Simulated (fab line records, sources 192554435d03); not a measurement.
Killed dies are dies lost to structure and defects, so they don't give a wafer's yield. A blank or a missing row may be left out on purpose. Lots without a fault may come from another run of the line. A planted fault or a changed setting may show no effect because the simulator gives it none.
Split-lot experiment | flow n5_finfet | 7 lots, 21 wafers read, on a route of 1938 steps

THE SPLIT
At N5_BEOL_M3_COAT_22 (resist thk 30 nm), the setting spin_rpm was moved away from the recipe's 1500 rpm on 6 of the 21 wafers read, by -10.2% to +9.0%. The other wafers ran this setting at the recipe's value.

The reading is taken at the split's own step.

THE READING
CAR-EUV_of_BEOL_M3_COAT_22.thk_nm (the simulator's own value, which no gauge read), in nm, at N5_BEOL_M3_COAT_22 (resist thk 30 nm). The file gives no usual value for it. The 15 wafers here that ran the recipe average 30.0 nm, standard deviation 0.08 nm.

wafer  | tool, chamber at the split | spin_rpm as run, rpm | against the recipe | CAR-EUV_of_BEOL_M3_COAT_22.thk_nm, nm | against lot-mates on the recipe
L075.1 | litho_track-02, 0          | 1500                 | recipe             | 29.8                                  | -
L075.3 | litho_track-02, 0          | 1500                 | recipe             | 29.8                                  | -
L075.2 | litho_track-02, 0          | 1500                 | recipe             | 30                                    | -
L074.1 | litho_track-02, 0          | 1500                 | recipe             | 29.8                                  | -
L074.2 | litho_track-02, 0          | 1500                 | recipe             | 30                                    | -
L074.5 | litho_track-02, 0          | 1410                 | -6.0%              | 30.8                                  | +0.9
L077.1 | litho_track-05, 0          | 1635                 | +9.0%              | 28.8                                  | -1.2
L077.3 | litho_track-05, 0          | 1635                 | +9.0%              | 28.8                                  | -1.2
L077.5 | litho_track-05, 0          | 1500                 | recipe             | 30                                    | -
L080.1 | litho_track-05, 0          | 1347                 | -10.2%             | 31.6                                  | +1.6
L080.2 | litho_track-05, 0          | 1347                 | -10.2%             | 31.6                                  | +1.6
L080.6 | litho_track-05, 0          | 1500                 | recipe             | 30                                    | -
L088.1 | litho_track-05, 0          | 1500                 | recipe             | 30                                    | -
L088.2 | litho_track-05, 0          | 1500                 | recipe             | 30                                    | -
L088.4 | litho_track-05, 0          | 1500                 | recipe             | 30                                    | -
L092.1 | litho_track-02, 0          | 1500                 | recipe             | 30                                    | -
L092.2 | litho_track-02, 0          | 1500                 | recipe             | 30                                    | -
L092.3 | litho_track-02, 0          | 1500                 | recipe             | 30                                    | -
L093.1 | litho_track-02, 0          | 1563                 | +4.2%              | 29.4                                  | -0.6
L093.2 | litho_track-02, 0          | 1500                 | recipe             | 30                                    | -
L093.5 | litho_track-02, 0          | 1500                 | recipe             | 30                                    | -

THE FIT
A straight line over all 21 wafers: CAR-EUV_of_BEOL_M3_COAT_22.thk_nm changes by -0.145 nm for each +1% of spin_rpm; r = -0.99; the points scatter about the line by 0.096 nm.
The same after taking each lot's own level away (the mean of its wafers on the recipe; 21 wafers): -0.146 nm for each +1%; r = -1.00; scatter 0.068 nm.
On that fit, the largest move of spin_rpm shifts the reading by 1.5 nm.
The lots' own levels span 29.87 to 30.00 nm, that is 1.7 times the standard deviation above.
So the lot-to-lot level changes the slope little: the two slopes agree.
Check: with one of the wafers moved furthest among these (-10.2%) left out of the fit, the line predicts +1.48 nm for it against its lot-mates. It came out at +1.6 nm against them.

OTHER SPLITS ON THESE WAFERS
These wafers also went through other splits before the reading. Each is held against what the fit with the lots' levels taken away leaves over:
other split on the same wafers        | wafers away from the commonest value | r with CAR-EUV_of_BEOL_M3_COAT_22.thk_nm (lot level and that fit taken away)
N5_BEOL_M0_SAQP_ETCH_73 cf4_flow_sccm | 3                                    | +0.18
N5_BEOL_M3_COAT_67 spin_rpm           | 4                                    | -0.39

THE FILE'S OWN FIT
CAR-EUV_of_BEOL_M3_COAT_22.thk_nm changes by -0.147 nm for each +1% of spin_rpm, r = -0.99.
